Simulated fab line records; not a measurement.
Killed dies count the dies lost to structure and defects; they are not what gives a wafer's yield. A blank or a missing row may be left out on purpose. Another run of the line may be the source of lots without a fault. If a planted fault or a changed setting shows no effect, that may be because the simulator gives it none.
A lot that was struck, set against a sound lot | flow n5_finfet | 15 out of 1938 route steps
Sound: these wafers, L154.2, L154.4, L154.5. Struck: wafer L162.2 (L162.4, L162.5, from the same lot, were not struck and are left out); the cause is given at the end.
Per side, at each step with rows, come the tool, then ch with its chambers, and then its first start. Under that, the readings that differ: sound wafers | struck wafers | difference of the means | sigmas: that difference in standard deviations of wafers without a fault.
alike: readings with means less than 2 such deviations apart, plus words and numbers identical on both sides. not compared: withheld readings, readings lacking a value on some wafer, bounds such as >300 that could conceal the same value, and numbers that have no deviation in the record and whose values overlap.
The two part at a step that has a row with sigmas, a row that says differs or no value, or rows on one side only. Numbers that have no deviation but don't overlap get no sigmas and don't part them. A reading that every wafer of one side lacks parts them only if that side has two wafers or more.

N5_HKMG_FIN_STRIP_60: strips in N2/H2, time 360 s.
  sound on plasma_asher-02 ch 0,1, day 4 09:13; struck on plasma_asher-01 ch 1, day 6 07:34
  reading                     | sound          | struck | difference | sigmas
  drypump_motor_current_A (A) | 5.89 5.73 5.88 | 5.11   | -0.72      | -2
  alike: heater_power_w
  not compared: rf_hours_counter_h
then, 2 steps without rows for these wafers: N5_HKMG_FIN_WET_ETCH_77 (etches La2O3 in dHCl, stops on HfO2, target depth 2 nm); N5_HKMG_FIN_WET_ETCH_78 (etches Al2O3 in dNH4OH, stops on La2O3, target depth 4.5 nm, rinse time 30 s).
N5_HKMG_FIN_ALD_79: deposits TiN, target thk 1.5 nm, pulse time 1 s, purge time 3 s.
  sound on ald_metal-03 ch 0,2, day 4 09:43; struck on ald_metal-03 ch 0, day 6 08:04
  alike: heater_power_w, precursor_pulse_height_rel
  not compared: ald_cycles
N5_HKMG_FIN_CVD_62: deposits a-Si from Si2H6, target thk 3 nm, time 20.8 s.
  sound on thermal_cvd_si-02 ch 1,2, day 4 10:04; struck on thermal_cvd_si-02 ch 0, day 6 08:25
  alike: heater_power_w
then, 5 steps without rows for these wafers: N5_HKMG_FIN_RTA_80 (time 2 s); N5_HKMG_FIN_PRECLEAN_64 (cleans in dHF, time 30 s); N5_HKMG_FIN_WET_ETCH_65 (etches a-Si in TMAH, stops on TiN, time 49 s, target depth 3 nm); N5_HKMG_FIN_WET_ETCH_81 (etches TiN in SC1, stops on HfO2, time 57 s, target depth 6 nm); N5_HKMG_FIN_WET_ETCH_82 (etches La2O3 in dHCl, stops on HfO2, target depth 2 nm, rinse time 30 s).
N5_HKMG_FIN_ALD_36: deposits TiN, target thk 1 nm, pulse time 1 s, purge time 3 s.
  sound on ald_metal-01 ch 2,3, day 4 10:53; struck on ald_metal-01 ch 0, day 6 08:51
  alike: heater_power_w, precursor_pulse_height_rel
  not compared: ald_cycles
N5_HKMG_FIN_THK_MEAS_70: measures by xrf.
  struck on film_metro-01, day 6 09:08; sound on film_metro-02, day 4 11:10
  alike: HK_THK
N5_HKMG_FIN_PWFM_ALD_03: deposits TiN, target thk 2 nm, pulse time 1 s, purge time 3 s.
  sound on ald_metal-02 ch 1,3, day 4 11:12; struck on ald_metal-03 ch 2, day 6 09:10
  reading                                       | sound    | struck | difference | sigmas
  ald_cycles                                    | 91 91 91 | 40     | -51        |
  model.TiN_of_HKMG_FIN_PWFM_ALD_03.thk_nm (nm) | 2 2 2    | 0.8    | -1.2       |
  alike: heater_power_w, precursor_pulse_height_rel
then, 2 steps without rows for these wafers: N5_HKMG_FIN_COAT_29 (time 60 s, resist thk 300 nm); N5_PASSIVATION_PROBE_49.

## WHERE THEY PART
Only at N5_HKMG_FIN_STRIP_60, as far as this record shows. Later steps at which nothing parts them and some readings are alike: N5_HKMG_FIN_ALD_79, N5_HKMG_FIN_CVD_62, N5_HKMG_FIN_ALD_36, N5_HKMG_FIN_THK_MEAS_70, N5_HKMG_FIN_PWFM_ALD_03.

WHY: what the simulator had put in
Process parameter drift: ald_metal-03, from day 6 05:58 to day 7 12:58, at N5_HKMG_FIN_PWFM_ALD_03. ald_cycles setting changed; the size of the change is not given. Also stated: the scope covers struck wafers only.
